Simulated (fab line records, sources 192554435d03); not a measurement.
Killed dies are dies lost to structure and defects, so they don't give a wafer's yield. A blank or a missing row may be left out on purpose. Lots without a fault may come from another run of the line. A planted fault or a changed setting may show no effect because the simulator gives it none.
fab line records | flow n5_finfet
record lots=21 wafers=63 last_day=17
route steps=1938 shown BEOL_M0_SAQP@676 BEOL_M0_CUTY@708 BEOL_M0@715
lots that met no fault: from a run of the same line without faults
start_h: hours from the record's first day to the start of the lot's first wafer shown | wait_h: hours since the lot's step before | " the same as in the row above | L1.1+2: a row that stands for several wafers | - no value, or no start given | * or withheld: withheld | < > ~ a bound
route shown NAME@n: a module of which the file shows steps, and the number in the route of the first | usual: mean/standard deviation of fault-free wafers | same: alike in all rows | chamber/n: place in a boat | sites: the reading at each site | _std_site: their standard deviation | _edge_site: outer sites' mean less inner sites' | radius_mm: how far each site lies from the wafer's centre | mask NAME#n: copy n | behind: the tool/chamber that last shaped the wafer | hold: why the lot was held/for how many hours/how that ended | device: the transistor (n, p or np) that didn't switch | end of line: the same wafers' tests at the end of the route | a step without rows: its recipe alone | killed: dies lost to structure and defects at the first sort, not the wafer's yield | map: a wafer's dies, x killed, . not, _ none there
set.NAME: the setting as run; set.NAME@STEP: as run at that earlier step | model.NAME: the simulator's own value behind a step, which no gauge read
steps of the route over a sample of lots; a table a step, a row a wafer
services: from which hour (start_h, from the record's first day; less than 0 if before it) a tool's chamber was out of use, for how many hours, and why
## steps
# step N5_BEOL_M0_SAQP_SPACER2_ALD_26
# recipe material=SiO2 target_thk_a=150 temp_c=300 ald_precursor_family=BDEAS ald_co_reactant=O2-plasma pulse_time_s=1 purge_time_s=2 co_reactant_purge_time_s=2 pressure_torr=2
# usual heater_power_w=457/38 precursor_pulse_height_rel=1.001/0.018 susceptor_temp_C=300.03/0.21
# columns lot.wafer tool chamber start_h wait_h heater_power_w precursor_pulse_height_rel susceptor_temp_C
L075.2 ald_sin-01 0 119.78 0.3 465 1.020 300.22
L075.5 " 1 " " 405 1.000 299.97
L075.6 " 2 " " 476 1.014 300.01
L076.1 ald_sin-01 3 126.08 0.1 394 1.022 300.13
L076.4 " 1 " " 396 0.995 300.17
L076.6 " 1 " " 397 1.006 299.89
L077.1 ald_sin-04 3 134.18 0.1 534 1.012 300.10
L077.4 " 0 " " 450 0.992 300.20
L077.5 " 0 " " 453 1.023 300.06
L078.1 ald_sin-02 1 134.92 0.1 501 0.994 300.16
L078.2 " 2 " " 507 1.012 299.86
L078.3 " 3 " " 420 1.031 300.13
L079.2 ald_sin-04 3 142.53 1.2 537 1.025 299.92
L079.4 " 2 " " 496 1.018 300.39
L079.6 " 1 " " 468 1.037 300.11
L080.2 ald_sin-02 3 146.38 0.1 421 1.000 300.24
L080.4 " 2 " " 514 0.996 300.14
L080.5 " 1 " " 485 1.019 300.30
L082.1 ald_sin-04 2 159.76 0.1 502 1.011 299.83
L082.4 " 0 " " 452 0.976 300.32
L082.5 " 1 " " 449 1.000 300.20
L083.1 ald_sin-01 1 164.67 0.1 411 1.014 299.77
L083.4 " 0 " " 467 0.990 299.69
L083.5 " 1 " " 411 1.009 299.81
L084.1 ald_sin-04 0 174.83 0.9 441 1.024 299.56
L084.2 " 3 " " 520 1.023 299.74
L084.5 " 3 " " 530 0.995 299.49
L085.3 ald_sin-01 0 185.96 1.4 461 1.019 299.93
L085.4 " 2 " " 471 0.980 300.27
L085.5 " 0 " " 470 1.001 300.24
L086.3 ald_sin-02 0 192.02 1.2 479 0.999 300.20
L086.4 " 2 " " 470 1.027 299.82
L086.6 " 1 " " 461 1.021 299.97
L087.1 ald_sin-04 1 192.53 1.2 455 0.990 299.97
L087.4 " 2 " " 491 0.985 300.13
L087.6 " 1 " " 458 0.984 299.92
L088.1 ald_sin-02 3 195.76 0.1 394 1.005 299.72
L088.4 " 2 " " 477 1.021 300.46
L088.5 " 0 " " 475 1.005 299.85
L089.2 ald_sin-01 0 204.69 0.1 464 1.020 299.82
L089.4 " 2 " " 488 1.009 300.16
L089.6 " 0 " " 457 0.993 299.95
L090.2 ald_sin-01 1 207.46 0.1 404 0.961 300.15
L090.3 " 2 " " 488 1.005 299.74
L090.6 " 0 " " 469 0.980 300.04
L091.1 ald_sin-01 0 211.95 0.1 460 1.015 299.82
L091.3 " 2 " " 491 1.050 299.75
L091.6 " 2 " " 486 1.017 300.15
L092.2 ald_sin-02 2 216.16 0.1 474 0.996 300.03
L092.4 " 0 " " 484 1.010 299.61
L092.5 " 2 " " 463 1.024 299.83
L093.2 ald_sin-04 1 227.35 0.1 457 0.994 300.17
L093.3 " 2 " " 491 0.980 300.15
L093.5 " 1 " " 457 0.998 300.10
L094.1 ald_sin-01 2 233.74 0.1 474 1.007 300.30
L094.4 " 0 " " 468 1.000 299.91
L094.5 " 3 " " 392 0.967 300.20
L096.2 ald_sin-01 2 242.82 0.2 486 0.981 299.88
L096.3 " 0 " " 464 0.992 299.83
L096.5 " 1 " " 417 0.977 299.71
L097.1 ald_sin-02 2 250.90 0.1 471 1.026 300.18
L097.2 " 1 " " 467 0.981 299.71
L097.3 " 0 " " 491 1.005 299.73
# step N5_BEOL_M0_SAQP_ETCH_88
# recipe chemistry=N2/H2 target=underlayer target_depth_a=65 time_s=5.2 ion_energy_ev=200 mask_material=CAR-EUV pressure_mtorr=30 source_w=840 bias_w=150 n2_flow_sccm=200 h2_flow_sccm=200 ends=cleared
# usual drypump_motor_current_A=5.8/0.35 etch_rf_on_time_s=5.11/0.22 n2_flow_sccm=200.0/0.58 oes_product_au=0.67/0.063 rf_vpp_V=523/3.1 showerhead_plenum_p_Torr=2.50/0.11 throttle_valve_pct=17.80/0.29
# columns lot.wafer tool chamber start_h wait_h drypump_motor_current_A etch_rf_on_time_s n2_flow_sccm oes_product_au rf_hours_counter_h rf_vpp_V showerhead_plenum_p_Torr throttle_valve_pct
L075.2 rie_diel-05 1 121.67 0.0 5.5 4.94 200.1 0.62 188 521 2.42 18.34
L075.5 " 1 " " 5.5 4.93 200.0 0.63 - 520 2.42 18.35
L075.6 " 2 " " 6.0 5.16 201.5 0.67 - 519 2.36 17.62
L076.1 rie_diel-02 2 127.41 0.0 5.6 5.30 200.1 0.73 48 527 2.71 17.97
L076.4 " 3 " " 6.2 5.04 199.8 0.74 60 521 2.46 17.56
L076.6 " 3 " " 6.2 5.03 200.7 0.74 - 520 2.46 17.55
L077.1 rie_diel-05 1 135.58 0.0 5.4 4.82 199.6 0.63 191 520 2.42 18.35
L077.4 " 2 " " 6.0 5.16 199.8 0.66 122 520 2.36 17.60
L077.5 " 1 " " 5.5 4.85 200.0 0.64 - 518 2.42 18.32
L078.1 rie_diel-05 3 136.33 0.0 5.9 5.49 200.6 0.65 138 527 2.66 18.17
L078.2 " 2 " " 6.0 5.27 199.8 0.66 122 518 2.36 17.62
L078.3 " 1 " " 5.5 4.93 199.3 0.62 191 521 2.42 18.36
L079.2 rie_diel-05 1 144.81 0.0 5.5 4.83 200.0 0.63 194 521 2.42 18.37
L079.4 " 3 " " 5.9 5.39 199.3 0.65 141 525 2.66 18.16
L079.6 " 3 " " 5.9 5.42 200.3 0.65 - 528 2.66 18.16
L080.2 rie_diel-02 2 147.71 0.0 5.7 5.24 200.4 0.74 55 528 2.71 18.00
L080.4 " 0 " " 5.2 5.11 199.7 0.66 143 524 2.52 17.68
L080.5 " 1 " " 6.0 4.87 200.1 0.62 - 521 2.39 17.75
L082.1 rie_diel-06 0 161.10 0.0 6.3 5.49 199.3 0.74 41 525 2.58 17.81
L082.4 " 2 " " 5.6 5.30 200.2 0.63 146 527 2.67 17.85
L082.5 " 0 " " 6.3 5.53 199.5 0.74 - 524 2.58 17.80
L083.1 rie_diel-05 1 166.03 0.0 5.5 4.79 200.0 0.63 201 521 2.41 18.36
L083.4 " 2 " " 6.0 5.07 199.6 0.66 132 518 2.35 17.63
L083.5 " 3 " " 5.9 5.48 200.2 0.65 - 527 2.65 18.17
L084.1 rie_diel-02 0 176.17 0.0 5.2 5.21 199.8 0.63 152 525 2.52 17.68
L084.2 " 1 " " 6.0 4.95 200.1 0.61 196 519 2.38 17.72
L084.5 " 1 " " 6.0 4.91 200.3 0.61 - 520 2.38 17.74
L085.3 rie_diel-06 1 187.30 0.0 5.7 5.28 199.9 0.61 217 518 2.41 18.12
L085.4 " 3 " " 6.5 4.97 199.9 0.82 12 520 2.50 17.35
L085.5 " 1 " " 5.8 5.23 200.0 0.61 - 520 2.41 18.14
L086.3 rie_diel-02 2 193.36 0.0 5.7 5.28 200.7 0.71 67 528 2.70 18.00
L086.4 " 0 " " 5.2 5.22 200.5 0.63 - 526 2.52 17.70
L086.6 " 1 " " 6.0 4.92 199.6 0.60 - 520 2.38 17.74
L087.1 rie_diel-02 2 193.90 0.0 5.7 5.33 200.2 0.71 67 529 2.70 18.03
L087.4 " 2 " " 5.7 5.37 199.6 0.70 - 527 2.70 18.01
L087.6 " 0 " " 5.3 5.19 200.1 0.64 - 525 2.52 17.70
L088.1 rie_diel-05 1 196.98 0.0 5.5 4.93 200.0 0.61 210 521 2.41 18.40
L088.4 " 3 " " 6.0 5.56 199.6 0.65 154 524 2.65 18.18
L088.5 " 1 " " 5.5 4.96 200.2 0.61 - 521 2.41 18.40
L089.2 rie_diel-02 0 206.02 0.0 5.2 5.21 198.9 0.64 162 524 2.52 17.72
L089.4 " 2 " " 5.6 5.26 199.6 0.71 72 530 2.70 18.02
L089.6 " 1 " " 6.0 4.90 199.7 0.60 - 519 2.38 17.75
L090.2 rie_diel-05 0 208.80 0.0 5.5 4.80 200.6 0.76 67 522 2.46 17.38
L090.3 " 1 " " 5.5 4.87 200.6 0.61 213 520 2.41 18.41
L090.6 " 3 " " 6.0 5.49 199.5 0.63 - 528 2.65 18.20
L091.1 rie_diel-02 1 213.25 0.0 6.0 4.93 199.5 0.61 208 519 2.38 17.73
L091.3 " 2 " " 5.7 5.29 199.3 0.71 74 529 2.70 18.05
L091.6 " 2 " " 5.7 5.30 200.2 0.71 - 526 2.70 18.05
L092.2 rie_diel-02 1 217.46 0.0 6.0 4.93 199.2 0.62 209 521 2.38 17.75
L092.4 " 3 " " 6.2 4.95 200.6 0.71 86 521 2.44 17.59
L092.5 " 1 " " 6.0 4.93 199.2 0.60 - 520 2.38 17.75
L093.2 rie_diel-06 2 228.56 0.0 5.6 5.34 200.9 0.62 163 526 2.66 17.88
L093.3 " 1 " " 5.8 5.22 200.1 0.60 229 521 2.40 18.15
L093.5 " 0 " " 6.3 5.54 198.9 0.71 - 526 2.57 17.82
L094.1 rie_diel-05 1 235.02 0.0 5.5 4.90 200.1 0.62 221 521 2.41 18.41
L094.4 " 3 " " 5.9 5.42 200.8 0.63 166 526 2.64 18.19
L094.5 " 2 " " 6.0 5.25 199.5 0.64 - 518 2.34 17.65
L096.2 rie_diel-02 3 244.22 0.0 6.2 4.94 199.4 0.72 94 521 2.44 17.58
L096.3 " 1 " " 6.0 4.86 200.5 0.61 218 520 2.38 17.77
L096.5 " 0 " " 5.3 5.09 200.2 0.63 - 524 2.51 17.72
L097.1 rie_diel-02 3 252.15 0.0 6.2 4.95 200.1 0.71 97 523 2.44 17.60
L097.2 " 0 " " 5.2 5.07 200.6 0.63 176 524 2.51 17.74
L097.3 " 1 " " 6.0 4.81 200.3 0.61 221 521 2.37 17.79
# step N5_BEOL_M0_CUTY_CD_MEAS_57
# recipe target_cd_nm=200 landing_energy_ev=500 detector=se_inlens polarity=line
# usual cd_nm=199.9/0.9
# columns lot.wafer tool chamber start_h wait_h cd_nm
L075.2 cd_sem-01 0 122.82 - 198.8
L075.5 " 0 " " 199.0
L075.6 " 0 " " 201.0
L076.1 cd_sem-02 0 129.30 - 201.2
L076.4 " 0 " " 201.0
L076.6 " 0 " " 202.1
L077.1 cd_sem-03 0 136.72 - 199.7
L077.4 " 0 " " 200.6
L077.5 " 0 " " 200.1
L078.1 cd_sem-01 0 137.60 - 200.8
L078.2 " 0 " " 200.2
L078.3 " 0 " " 200.6
L079.2 cd_sem-02 0 146.44 - 199.3
L079.4 " 0 " " 200.7
L079.6 " 0 " " 200.3
L080.2 cd_sem-02 0 148.85 - 199.7
L080.4 " 0 " " 198.4
L080.5 " 0 " " 200.4
L082.1 cd_sem-02 0 162.27 - 200.0
L082.4 " 0 " " 200.1
L082.5 " 0 " " 201.9
L083.1 cd_sem-03 0 167.20 - 199.1
L083.4 " 0 " " 200.3
L083.5 " 0 " " 199.0
L084.1 cd_sem-03 0 177.48 - 200.9
L084.2 " 0 " " 200.3
L084.5 " 0 " " 200.8
L085.3 cd_sem-01 0 189.79 - 199.4
L085.4 " 0 " " 199.4
L085.5 " 0 " " 197.9
L086.3 cd_sem-03 0 194.64 - 199.9
L086.4 " 0 " " 198.9
L086.6 " 0 " " 199.7
L087.1 cd_sem-02 0 195.17 - 199.2
L087.4 " 0 " " 198.0
L087.6 " 0 " " 200.3
L088.1 cd_sem-03 0 198.12 - 200.1
L088.4 " 0 " " 199.6
L088.5 " 0 " " 199.2
L089.2 cd_sem-02 0 207.17 - 199.9
L089.4 " 0 " " 199.0
L089.6 " 0 " " 200.0
L090.2 cd_sem-02 0 209.94 - 200.1
L090.3 " 0 " " 199.1
L090.6 " 0 " " 198.6
L091.1 cd_sem-03 0 214.39 - 199.2
L091.3 " 0 " " 198.9
L091.6 " 0 " " 200.4
L092.2 cd_sem-01 0 218.60 - 199.0
L092.4 " 0 " " 200.8
L092.5 " 0 " " 199.5
L093.2 cd_sem-01 0 229.70 - 200.4
L093.3 " 0 " " 199.1
L093.5 " 0 " " 199.5
L094.1 cd_sem-03 0 236.31 - 201.5
L094.4 " 0 " " 201.2
L094.5 " 0 " " 200.3
L096.2 cd_sem-02 0 245.51 - 199.2
L096.3 " 0 " " 200.9
L096.5 " 0 " " 201.1
L097.1 cd_sem-03 0 253.29 - 200.4
L097.2 " 0 " " 200.4
L097.3 " 0 " " 200.4
# step N5_BEOL_M0_ETCH_138
# recipe chemistry=CH3F/O2 target_depth_a=120 target=SiCN time_s=31.6 ion_energy_ev=120 pressure_mtorr=30 source_w=395 bias_w=75 Ar_flow_sccm=150 CH3F_flow_sccm=30 O2_flow_sccm=20 ends=cleared
# usual drypump_motor_current_A=5.7/0.37 etch_rf_on_time_s=28.9/1 oes_product_au=0.68/0.082 rf_vpp_V=297.3/1.3 showerhead_plenum_p_Torr=2.00/0.056 throttle_valve_pct=16.21/0.29
# columns lot.wafer tool chamber start_h wait_h drypump_motor_current_A etch_rf_on_time_s oes_product_au rf_hours_counter_h rf_vpp_V showerhead_plenum_p_Torr throttle_valve_pct
L075.2 rie_diel-03 3 123.35 0.0 5.4 30.2 0.60 210 296.9 1.96 16.65
L075.5 " 3 " " 5.4 30.9 0.59 - 296.5 1.96 16.64
L075.6 " 0 " " 6.4 28.8 0.63 - 299.1 2.00 16.46
L076.1 rie_diel-03 3 129.60 0.0 5.4 29.3 0.59 213 297.4 1.96 16.64
L076.4 " 2 " " 5.6 29.6 0.81 - 297.3 2.03 15.67
L076.6 " 0 " " 6.4 30.3 0.62 - 298.5 2.00 16.48
L077.1 rie_diel-01 3 137.42 0.0 5.3 28.9 0.61 171 298.7 2.09 16.40
L077.4 " 3 " " 5.3 30.2 0.61 - 298.4 2.09 16.40
L077.5 " 3 " " 5.3 28.6 0.61 - 296.3 2.09 16.39
L078.1 rie_diel-04 0 137.92 0.0 6.1 26.7 0.62 218 296.5 1.96 16.29
L078.2 " 2 " " 5.5 28.6 0.73 45 295.9 1.95 15.96
L078.3 " 1 " " 5.4 27.0 0.80 13 297.2 1.95 16.09
L079.2 rie_diel-03 1 146.73 0.0 5.1 27.8 0.83 2 299.4 2.05 16.14
L079.4 " 0 " " 6.4 29.4 0.62 174 297.1 2.00 16.46
L079.6 " 2 " " 5.7 28.2 0.79 - 297.9 2.03 15.69
L080.2 rie_diel-03 2 149.15 0.0 5.6 28.5 0.80 20 299.3 2.02 15.70
L080.4 " 3 " " 5.4 29.4 0.59 221 297.7 1.96 16.67
L080.5 " 2 " " 5.6 29.0 0.79 - 296.7 2.02 15.69
L082.1 rie_diel-04 3 162.56 0.0 5.0 29.4 0.65 160 294.5 1.92 16.38
L082.4 " 1 " " 5.4 27.6 0.79 20 296.4 1.95 16.12
L082.5 " 0 " " 6.1 29.0 0.62 - 297.0 1.96 16.31
L083.1 rie_diel-01 0 167.50 0.0 5.7 28.7 0.62 207 294.3 1.89 16.29
L083.4 " 1 " " 5.7 31.2 0.72 56 297.9 2.04 15.87
L083.5 " 2 " " 5.9 27.9 0.82 - 297.7 1.99 16.13
L084.1 rie_diel-03 0 177.81 0.0 6.4 28.8 0.62 186 297.7 1.99 16.52
L084.2 " 2 " " 5.6 26.9 0.78 30 297.1 2.02 15.72
L084.5 " 3 " " 5.4 29.5 0.59 - 295.9 1.96 16.69
L085.3 rie_diel-04 3 190.08 0.0 4.9 29.7 0.65 169 295.8 1.91 16.41
L085.4 " 0 " " 6.1 29.7 0.61 234 296.8 1.95 16.34
L085.5 " 3 " " 4.9 30.7 0.64 - 295.4 1.91 16.42
L086.3 rie_diel-03 1 195.13 0.0 5.1 29.1 0.77 17 299.0 2.04 16.16
L086.4 " 0 " " 6.3 30.0 0.61 191 298.6 1.99 16.51
L086.6 " 3 " " 5.4 29.3 0.58 - 297.1 1.95 16.69
L087.1 rie_diel-03 2 195.90 0.0 5.6 29.6 0.78 35 298.7 2.02 15.74
L087.4 " 0 " " 6.4 29.7 0.61 191 296.3 1.99 16.53
L087.6 " 3 " " 5.4 29.4 0.58 - 296.7 1.95 16.68
L088.1 rie_diel-01 3 198.41 0.0 5.3 29.6 0.60 193 298.9 2.08 16.43
L088.4 " 0 " " 5.8 29.6 0.62 219 295.3 1.89 16.31
L088.5 " 0 " " 5.8 29.5 0.62 - 294.5 1.89 16.33
L089.2 rie_diel-03 3 207.46 0.0 5.4 29.7 0.58 242 297.6 1.95 16.70
L089.4 " 2 " " 5.6 28.8 0.76 40 298.2 2.02 15.72
L089.6 " 1 " " 5.1 27.9 0.76 - 297.8 2.04 16.16
L090.2 rie_diel-01 0 210.26 0.0 5.8 27.6 0.61 223 294.7 1.88 16.33
L090.3 " 2 " " 5.9 29.2 0.78 19 296.4 1.99 16.15
L090.6 " 1 " " 5.7 27.6 0.71 - 297.6 2.04 15.88
L091.1 rie_diel-01 3 214.68 0.0 5.3 29.7 0.59 198 300.3 2.08 16.44
L091.3 " 2 " " 5.9 27.6 0.77 21 296.9 1.98 16.15
L091.6 " 1 " " 5.8 27.4 0.71 - 298.7 2.04 15.90
L092.2 rie_diel-01 2 218.89 0.0 5.9 29.4 0.78 22 296.4 1.98 16.14
L092.4 " 0 " " 5.7 29.0 0.62 226 296.1 1.88 16.34
L092.5 " 1 " " 5.7 30.1 0.71 - 297.4 2.04 15.89
L093.2 rie_diel-01 3 229.99 0.0 5.3 28.5 0.59 203 299.1 2.08 16.45
L093.3 " 2 " " 5.9 29.9 0.75 25 295.7 1.98 16.15
L093.5 " 1 " " 5.7 29.1 0.71 - 297.9 2.04 15.89
L094.1 rie_diel-03 0 236.61 0.0 6.4 26.6 0.61 205 296.0 1.99 16.55
L094.4 " 2 " " 5.6 27.8 0.75 - 299.5 2.02 15.73
L094.5 " 1 " " 5.1 27.7 0.74 - 298.5 2.04 16.18
L096.2 rie_diel-01 0 245.90 0.0 5.8 28.4 0.61 233 295.5 1.88 16.36
L096.3 " 3 " " 5.3 28.1 0.59 207 298.3 2.08 16.46
L096.5 " 1 " " 5.8 29.2 0.70 - 297.7 2.04 15.92
L097.1 rie_diel-01 3 253.85 0.0 5.3 30.7 0.58 210 298.1 2.08 16.47
L097.2 " 2 " " 5.9 28.4 0.74 34 296.2 1.98 16.17
L097.3 " 1 " " 5.8 28.8 0.69 86 298.1 2.04 15.91
# step N5_BEOL_M0_STRIP_142
# recipe chemistry=N2/H2 time_s=10 power_w=450 temp_c=40 pressure_mtorr=20 rf_frequency_hz=6e+07 bias_power_w=7 n2_flow_sccm=200 h2_flow_sccm=200
# usual drypump_motor_current_A=5.6/0.39 n2_flow_sccm=200.0/0.64 oes_product_au=0.80/0.093 rf_vpp_V=59.1/0.86 showerhead_plenum_p_Torr=2.51/0.064 temp_c=40.00/0.094 throttle_valve_pct=23.4/0.31
# columns lot.wafer tool chamber start_h wait_h drypump_motor_current_A n2_flow_sccm oes_product_au rf_hours_counter_h rf_vpp_V showerhead_plenum_p_Torr temp_c throttle_valve_pct
L075.2 rie_diel-04 1 123.83 0.0 5.4 200.4 0.95 8 59.3 2.49 40.06 23.6
L075.5 " 0 " " 6.1 200.6 0.73 - 58.0 2.48 39.92 23.1
L075.6 " 3 " " 4.9 200.0 0.77 - 58.6 2.46 39.97 23.7
L076.1 rie_diel-03 3 130.53 0.0 5.4 200.0 0.69 213 58.8 2.52 40.04 23.9
L076.4 " 0 " " 6.4 200.7 0.72 - 58.3 2.52 39.90 23.4
L076.6 " 3 " " 5.5 199.4 0.68 - 60.2 2.52 39.91 23.9
L077.1 rie_diel-04 1 138.70 0.0 5.4 199.4 0.94 14 59.6 2.49 39.83 23.7
L077.4 " 0 " " 6.1 200.1 0.73 218 58.6 2.48 39.79 23.1
L077.5 " 0 " " 6.1 200.3 0.73 - 56.7 2.48 40.02 23.1
L078.1 rie_diel-04 3 140.40 0.0 4.9 200.1 0.77 153 57.2 2.46 40.13 23.8
L078.2 " 1 " " 5.4 200.1 0.94 14 58.1 2.49 40.07 23.7
L078.3 " 2 " " 5.5 200.9 0.87 45 59.9 2.46 40.18 22.8
L080.2 rie_diel-04 0 150.04 0.0 6.1 199.9 0.72 221 59.6 2.48 39.95 23.1
L080.4 " 3 " " 4.9 200.6 0.77 156 57.4 2.46 40.14 23.7
L080.5 " 2 " " 5.5 199.6 0.87 - 60.0 2.46 39.99 22.8
L079.2 rie_diel-01 0 150.09 0.0 5.7 200.4 0.73 202 59.3 2.41 40.03 23.3
L079.4 " 1 " " 5.8 200.5 0.85 - 60.4 2.57 40.00 23.0
L079.6 " 3 " " 5.3 198.9 0.71 - 60.4 2.62 40.06 23.5
L082.1 rie_diel-03 0 165.63 0.0 6.4 199.6 0.72 181 58.5 2.51 40.12 23.4
L082.4 " 2 " " 5.6 200.6 0.93 25 59.6 2.59 39.93 23.1
L082.5 " 1 " " 5.1 200.7 0.91 - 58.1 2.58 40.12 23.6
L083.1 rie_diel-01 0 172.22 0.0 5.7 199.9 0.72 209 58.1 2.40 39.94 23.3
L083.4 " 1 " " 5.8 200.7 0.85 58 58.5 2.57 39.95 23.0
L083.5 " 0 " " 5.8 200.2 0.73 - 58.8 2.40 39.92 23.3
L084.1 rie_diel-04 0 178.36 0.0 6.1 199.5 0.72 231 60.3 2.47 40.11 23.1
L084.2 " 3 " " 4.9 201.2 0.76 166 59.7 2.45 40.08 23.8
L084.5 " 2 " " 5.5 200.5 0.85 - 59.7 2.45 40.09 22.9
L085.3 rie_diel-01 2 192.20 0.0 5.9 200.2 0.94 13 59.6 2.50 39.96 23.4
L085.4 " 1 " " 5.8 200.7 0.85 66 59.3 2.57 39.98 23.0
L085.5 " 1 " " 5.8 200.1 0.85 - 59.5 2.57 40.16 23.0
L086.3 rie_diel-03 0 197.84 0.0 6.4 200.4 0.70 192 59.3 2.51 39.90 23.4
L086.4 " 3 " " 5.4 198.8 0.68 238 59.2 2.51 40.03 24.0
L086.6 " 0 " " 6.4 199.5 0.71 - 58.9 2.51 40.02 23.4
L087.1 rie_diel-01 3 197.91 0.0 5.3 200.1 0.69 193 58.7 2.62 39.99 23.5
L087.4 " 1 " " 5.8 199.9 0.84 69 59.4 2.57 40.06 23.0
L087.6 " 3 " " 5.3 200.0 0.68 - 58.7 2.62 39.98 23.5
L088.1 rie_diel-01 0 199.13 0.0 5.8 200.5 0.72 219 60.1 2.40 40.07 23.3
L088.4 " 3 " " 5.3 200.2 0.69 193 58.5 2.62 40.06 23.5
L088.5 " 1 " " 5.7 199.3 0.83 - 58.7 2.57 40.13 23.0
L089.2 rie_diel-04 1 208.22 0.0 5.4 200.6 0.89 37 59.4 2.48 39.99 23.7
L089.4 " 3 " " 4.9 199.9 0.76 176 59.5 2.45 39.96 23.8
L089.6 " 1 " " 5.4 200.0 0.89 - 58.9 2.48 39.94 23.7
L090.2 rie_diel-01 0 212.15 0.0 5.8 199.9 0.72 224 58.6 2.40 40.05 23.3
L090.3 " 3 " " 5.3 199.9 0.69 198 59.7 2.61 40.01 23.5
L090.6 " 1 " " 5.8 200.8 0.84 - 57.9 2.56 40.08 23.0
L091.1 rie_diel-04 2 221.01 0.0 5.5 201.9 0.83 72 59.1 2.45 39.77 22.9
L091.3 " 0 " " 6.1 200.6 0.70 246 58.6 2.47 40.06 23.1
L091.6 " 0 " " 6.0 199.0 0.70 - 59.7 2.47 40.02 23.1
L092.2 rie_diel-03 2 221.66 0.0 5.6 198.7 0.89 44 59.1 2.58 40.13 23.1
L092.4 " 1 " " 5.1 200.0 0.88 25 58.3 2.58 40.00 23.6
L092.5 " 1 " " 5.1 199.1 0.88 - 59.9 2.58 40.02 23.6
L093.2 rie_diel-03 3 231.08 0.0 5.4 199.9 0.67 249 58.3 2.51 40.14 24.0
L093.3 " 1 " " 5.1 199.8 0.85 28 61.4 2.57 39.90 23.6
L093.5 " 1 " " 5.1 200.4 0.87 - 57.0 2.57 40.01 23.6
L094.1 rie_diel-01 0 237.86 0.0 5.8 200.0 0.70 231 57.9 2.39 40.01 23.3
L094.4 " 1 " " 5.7 200.0 0.83 80 59.5 2.56 40.16 23.0
L094.5 " 1 " " 5.7 199.8 0.82 - 60.8 2.56 40.03 23.0
L096.2 rie_diel-03 0 247.87 0.0 6.4 199.7 0.69 210 59.7 2.50 40.07 23.5
L096.3 " 1 " " 5.1 199.9 0.86 35 59.1 2.57 39.95 23.6
L096.5 " 1 " " 5.1 199.4 0.85 - 59.2 2.57 39.99 23.6
L097.1 rie_diel-01 2 255.40 0.0 5.9 200.2 0.89 34 59.1 2.49 39.88 23.4
L097.2 " 3 " " 5.3 199.9 0.68 211 60.3 2.61 40.11 23.5
L097.3 " 1 " " 5.8 199.4 0.82 86 58.6 2.56 39.94 23.0
# step N5_BEOL_M0_DEGAS_112
# recipe ambient=vacuum temp_c=250 time_s=60
# usual heater_power_w=335/36 susceptor_temp_C=249.98/0.18
# columns lot.wafer tool chamber start_h wait_h heater_power_w susceptor_temp_C
L075.2 pvd_sputter-01 - 124.19 0.0 367 250.23
L075.5 " - " " 275 250.04
L075.6 " - " " 305 249.96
L076.1 pvd_sputter-03 - 131.18 0.2 330 250.10
L076.4 " - " " 334 249.92
L076.6 " - " " 332 249.96
L077.1 pvd_sputter-01 - 140.04 1.0 276 249.58
L077.4 " - " " 377 249.75
L077.5 " - " " 278 249.63
L078.1 pvd_sputter-02 - 141.17 0.2 331 249.97
L078.2 " - " " 283 249.83
L078.3 " - " " 338 250.07
L080.2 pvd_sputter-03 - 150.61 0.2 342 249.96
L080.4 " - " " 414 250.46
L080.5 " - " " 334 250.07
L079.2 pvd_sputter-03 - 150.91 0.5 337 250.00
L079.4 " - " " 320 249.74
L079.6 " - " " 400 249.76
L082.1 pvd_sputter-03 - 166.40 0.4 334 250.20
L082.4 " - " " 341 250.48
L082.5 " - " " 331 249.79
L083.1 pvd_sputter-01 - 173.88 0.9 297 250.20
L083.4 " - " " 270 250.23
L083.5 " - " " 363 250.06
L084.1 pvd_sputter-03 - 180.02 1.3 334 250.03
L084.2 " - " " 379 250.08
L084.5 " - " " 404 249.98
L085.3 pvd_sputter-03 - 192.93 0.4 335 250.10
L085.4 " - " " 378 250.01
L085.5 " - " " 340 250.06
L086.3 pvd_sputter-03 - 198.43 0.3 326 250.01
L086.4 " - " " 398 249.75
L086.6 " - " " 336 250.14
L087.1 pvd_sputter-03 - 198.59 0.3 325 249.89
L087.4 " - " " 331 250.11
L087.6 " - " " 404 249.97
L088.1 pvd_sputter-02 - 200.27 0.6 342 250.15
L088.4 " - " " 313 249.56
L088.5 " - " " 319 250.25
L089.2 pvd_sputter-02 - 208.86 0.3 287 249.69
L089.4 " - " " 318 249.88
L089.6 " - " " 290 249.59
L090.2 pvd_sputter-02 - 212.50 0.0 316 249.92
L090.3 " - " " 325 250.03
L090.6 " - " " 326 250.26
L091.1 pvd_sputter-03 - 221.69 0.3 385 249.80
L091.3 " - " " 401 249.80
L091.6 " - " " 328 249.76
L092.2 pvd_sputter-02 - 222.03 0.0 324 250.07
L092.4 " - " " 333 249.97
L092.5 " - " " 325 249.72
L093.2 pvd_sputter-03 - 231.83 0.4 403 249.95
L093.3 " - " " 335 250.01
L093.5 " - " " 334 250.09
L094.1 pvd_sputter-03 - 239.18 1.0 330 250.33
L094.4 " - " " 395 250.22
L094.5 " - " " 329 249.98
L096.2 pvd_sputter-03 - 248.27 0.0 370 250.18
L096.3 " - " " 324 250.06
L096.5 " - " " 375 249.72
L097.1 pvd_sputter-02 - 256.07 0.3 329 249.86
L097.2 " - " " 284 250.09
L097.3 " - " " 343 250.07
## services
# columns tool chamber start_h hours kind
rie_diel-06 3 114.49 7.7 repair
rie_diel-03 1 119.26 - clean
rie_diel-03 1 119.26 - consumable_replace:focus_ring
rie_diel-03 1 119.26 19.8 scheduled_down
rie_diel-03 1 119.26 19.8 vent_cycle
rie_diel-05 1 130.42 3.7 repair
rie_diel-01 2 131.19 - clean
rie_diel-01 2 131.19 - consumable_replace:esc
rie_diel-01 2 131.19 - consumable_replace:focus_ring
rie_diel-01 2 131.19 22.0 scheduled_down
rie_diel-01 2 131.19 22.0 vent_cycle
rie_diel-01 0 134.94 7.9 repair
pvd_sputter-01 - 163.99 2.8 repair
ald_sin-02 - 178.02 14.0 pm
ald_sin-01 3 182.61 7.9 repair
rie_diel-03 1 188.21 2.4 repair
rie_diel-02 3 192.97 4.2 repair
ald_sin-01 - 200.48 2.8 pm
rie_diel-01 1 202.82 3.8 repair
ald_sin-04 - 210.14 4.3 pm
rie_diel-04 3 218.89 32.8 repair
rie_diel-02 2 230.43 75.0 repair
rie_diel-01 - 236.60 0.2 repair
ald_sin-04 - 241.55 0.9 repair
## key
fault none
